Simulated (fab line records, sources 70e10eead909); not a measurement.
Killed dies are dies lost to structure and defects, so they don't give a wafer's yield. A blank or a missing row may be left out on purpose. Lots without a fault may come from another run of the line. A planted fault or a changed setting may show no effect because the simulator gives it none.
Which tool did it? | flow nand_harc | 12 lots, 35 wafers sampled, at 5 steps of a route of 1302

WHAT THE GAUGES READ, wafer by wafer
NHARC_P_GATE_CD_MEAS_59: target cd 720 nm.
lot  | measured     | on        | cd_nm (nm)
L152 | day 6 01:35  | cd_sem-02 | 722.1 719.2 719.3
L153 | day 6 11:00  | cd_sem-01 | 720.3 719.3 717.5
L155 | day 7 03:22  | cd_sem-02 | 716.0 716.2 716.8
L158 | day 8 14:34  | cd_sem-02 | 717.8 720.1 718.3
L159 | day 9 01:26  | cd_sem-03 | 716.4 718.3 715.7
L160 | day 9 19:26  | cd_sem-02 | 721.0 719.9 721.0
L163 | day 10 11:29 | cd_sem-02 | 719.4 716.2 719.5
L166 | day 11 15:05 | cd_sem-02 | 716.6 715.7 718.0
L167 | day 12 11:34 | cd_sem-02 | 748.1 745.6
L170 | day 13 12:12 | cd_sem-03 | 744.1 742.8 715.9
L173 | day 14 17:37 | cd_sem-01 | 718.2 717.5 717.8
L174 | day 15 11:58 | cd_sem-01 | 719.0 719.8 719.6

NHARC_P_GATE_CD_MEAS_91: target cd 2000 nm.
lot  | measured     | on        | cd_nm (nm)
L152 | day 6 03:11  | cd_sem-01 | 1998.3 1998.7 1997.4
L153 | day 6 12:43  | cd_sem-01 | 1996.4 1997.4 1997.7
L155 | day 7 05:05  | cd_sem-01 | 1999.1 2001.2 1999.9
L158 | day 8 16:22  | cd_sem-02 | 1998.4 2000.5 1998.2
L159 | day 9 03:08  | cd_sem-02 | 1997.3 1997.6 1997.6
L160 | day 9 21:02  | cd_sem-01 | 1996.8 1999.4 1999.0
L163 | day 10 13:12 | cd_sem-02 | 1992.5 1997.3 1997.3
L166 | day 11 16:56 | cd_sem-03 | 1994.3 1997.3 1995.8
L167 | day 12 13:08 | cd_sem-01 | 2000.0 2002.2
L170 | day 13 13:55 | cd_sem-01 | 1998.6 2003.1 1995.6
L173 | day 14 19:20 | cd_sem-02 | 1999.4 1999.3 1998.7
L174 | day 15 13:40 | cd_sem-03 | 2004.6 2003.6 1999.7

WHICH TOOL RAN EACH LOT (tool, then ch and the chambers of the sampled wafers, then the start)
lot  | NHARC_P_GATE_DESCUM_31             | NHARC_P_GATE_STRIP_108             | NHARC_P_GATE_EXPOSE_56
L152 | rie_diel-01 ch 0,3, day 5 09:56    | rie_diel-08 ch 0,3, day 5 10:37    | krf_scanner-03 ch 0, day 6 01:26
L153 | rie_diel-01 ch 2,3, day 5 21:17    | rie_diel-08 ch 0,1,3, day 5 22:10  | krf_scanner-02 ch 0, day 6 10:50
L155 | rie_diel-08 ch 0,1, day 6 13:42    | rie_diel-05 ch 0,1, day 6 14:20    | krf_scanner-04 ch 0, day 7 03:13
L158 | rie_diel-08 ch 1,2,3, day 8 00:49  | rie_diel-01 ch 0,1,2, day 8 01:32  | krf_scanner-04 ch 0, day 8 14:25
L159 | rie_diel-05 ch 0,1,3, day 8 11:52  | rie_diel-01 ch 0,1,2, day 8 12:29  | krf_scanner-02 ch 0, day 9 01:16
L160 | rie_diel-01 ch 2,3, day 9 06:05    | rie_diel-05 ch 0,2,3, day 9 06:44  | krf_scanner-02 ch 0, day 9 19:17
L163 | rie_diel-08 ch 0,1,2, day 9 22:05  | rie_diel-05 ch 0,1, day 9 22:41    | krf_scanner-04 ch 0, day 10 11:20
L166 | rie_diel-05 ch 0,1,2, day 11 01:25 | rie_diel-08 ch 1,2, day 11 02:10   | krf_scanner-02 ch 0, day 11 14:56
L167 | rie_diel-01 ch 2,3, day 11 22:12   | rie_diel-08 ch 1,2, day 11 22:50   | krf_scanner-02 ch 0, day 12 11:24
L170 | rie_diel-08 ch 0,1,2, day 12 22:41 | rie_diel-01 ch 0,1, day 12 23:18   | krf_scanner-02 ch 0, day 13 12:02
L173 | rie_diel-08 ch 0,1,2, day 14 04:02 | rie_diel-08 ch 0,1,3, day 14 04:39 | krf_scanner-04 ch 0, day 14 17:28
L174 | rie_diel-01 ch 0,1,3, day 14 22:03 | rie_diel-08 ch 0,3, day 14 22:41   | krf_scanner-04 ch 0, day 15 11:49
- NHARC_P_GATE_DESCUM_31: chemistry O2, time 3 s.
- NHARC_P_GATE_STRIP_108: strips in O2.
- NHARC_P_GATE_EXPOSE_56: exposes mask P PSD, target cd 720 nm.

WHAT THE TOOLS THEMSELVES READ (means of the sampled wafers that have a number; where no wafer has one, the mark that the record gives instead)
NHARC_P_GATE_DESCUM_31.
lot  | tool        | drypump_motor_current_A (A) | oes_product_au (a.u.) | rf_vpp_V (V) | showerhead_plenum_p_Torr (Torr) | throttle_valve_pct (%)
L152 | rie_diel-01 | 5.87                        | 0.998                 | 56.8         | 1.84                            | 11.312
L153 | rie_diel-01 | 5.95                        | 0.989                 | 57.2         | 1.87                            | 11.315
L155 | rie_diel-08 | 5.75                        | 0.995                 | 57.4         | 1.95                            | 11.302
L158 | rie_diel-08 | 5.73                        | 0.993                 | 58.5         | 1.87                            | 11.317
L159 | rie_diel-05 | 5.62                        | 0.985                 | 58.3         | 1.95                            | 11.314
L160 | rie_diel-01 | 5.70                        | 0.987                 | 58.1         | 1.94                            | 11.314
L163 | rie_diel-08 | 5.79                        | 1.004                 | 58.1         | 1.89                            | 11.313
L166 | rie_diel-05 | 5.62                        | 0.996                 | 57.5         | 1.95                            | 11.317
L167 | rie_diel-01 | 5.80                        | 0.990                 | 57.5         | 1.91                            | 11.310
L170 | rie_diel-08 | 5.79                        | 0.997                 | 58.0         | 1.89                            | 11.318
L173 | rie_diel-08 | 5.79                        | 0.991                 | 58.5         | 1.89                            | 11.316
L174 | rie_diel-01 | 5.81                        | 0.994                 | 57.2         | 1.86                            | 11.322

NHARC_P_GATE_STRIP_108.
lot  | tool        | drypump_motor_current_A (A) | oes_product_au (a.u.) | rf_vpp_V (V) | showerhead_plenum_p_Torr (Torr) | throttle_valve_pct (%)
L152 | rie_diel-08 | 5.35                        | 0.994                 | 57.7         | 3.37                            | 17.036
L153 | rie_diel-08 | 5.57                        | 0.991                 | 57.3         | 3.48                            | 17.031
L155 | rie_diel-05 | 5.52                        | 0.980                 | 58.1         | 3.62                            | 17.041
L158 | rie_diel-01 | 5.56                        | 0.996                 | 57.2         | 3.55                            | 17.042
L159 | rie_diel-01 | 5.52                        | 1.010                 | 57.4         | 3.55                            | 17.035
L160 | rie_diel-05 | 5.77                        | 0.997                 | 58.3         | 3.56                            | 17.032
L163 | rie_diel-05 | 5.71                        | 0.982                 | 57.7         | 3.59                            | 17.033
L166 | rie_diel-08 | 5.98                        | 0.990                 | 58.3         | 3.46                            | 17.037
L167 | rie_diel-08 | 5.97                        | 0.995                 | 58.2         | 3.50                            | 17.041
L170 | rie_diel-01 | 5.65                        | 0.985                 | 58.1         | 3.47                            | 17.042
L173 | rie_diel-08 | 5.56                        | 1.004                 | 57.2         | 3.48                            | 17.030
L174 | rie_diel-08 | 5.43                        | 1.003                 | 57.1         | 3.42                            | 17.039

THE ANSWER, worked out from the rows above alone
Rule: what is usual is taken from the lots themselves. Put in order of their means at a reading, lots are off if they are a third of the lots or fewer, leave a main group of 4 or more, and stand apart from it by a gap of 3 or more times the standard deviation of the main group's means; of several such gaps the widest counts. A main group whose means are all the same, to the digits that the tables above print for the reading, isn't used. A lot without any number at a reading at which 4 lots or more have one is off too. The other lots that the step has rows for count as sound. The gauges are gone through in route order, then the tools' own readings, and for those a lot's mean is taken as printed above. The first step at which some lot is off is used, and at that step the reading that is off furthest; a lot without a number counts as furthest.
Off: L167, L170, at NHARC_P_GATE_CD_MEAS_59 (cd_nm). The main group: mean 718.4 nm, standard deviation 1.4.
A tool fits if, at a process step before that reading, it ran every lot that is off, and no sound lot after the first of them. The gauges at NHARC_P_GATE_CD_MEAS_59 are tried like those tools. One fits: krf_scanner-02 at NHARC_P_GATE_EXPOSE_56. Its last sound lot is L166 (day 11 14:56), its first lot that is off L167 (day 12 11:24): a fault that began between those two fits.

WHAT THE SIMULATOR HAD PUT IN
Process parameter drift: krf_scanner-02, from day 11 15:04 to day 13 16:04, at NHARC_P_GATE_EXPOSE_56. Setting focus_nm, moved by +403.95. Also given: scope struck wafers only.
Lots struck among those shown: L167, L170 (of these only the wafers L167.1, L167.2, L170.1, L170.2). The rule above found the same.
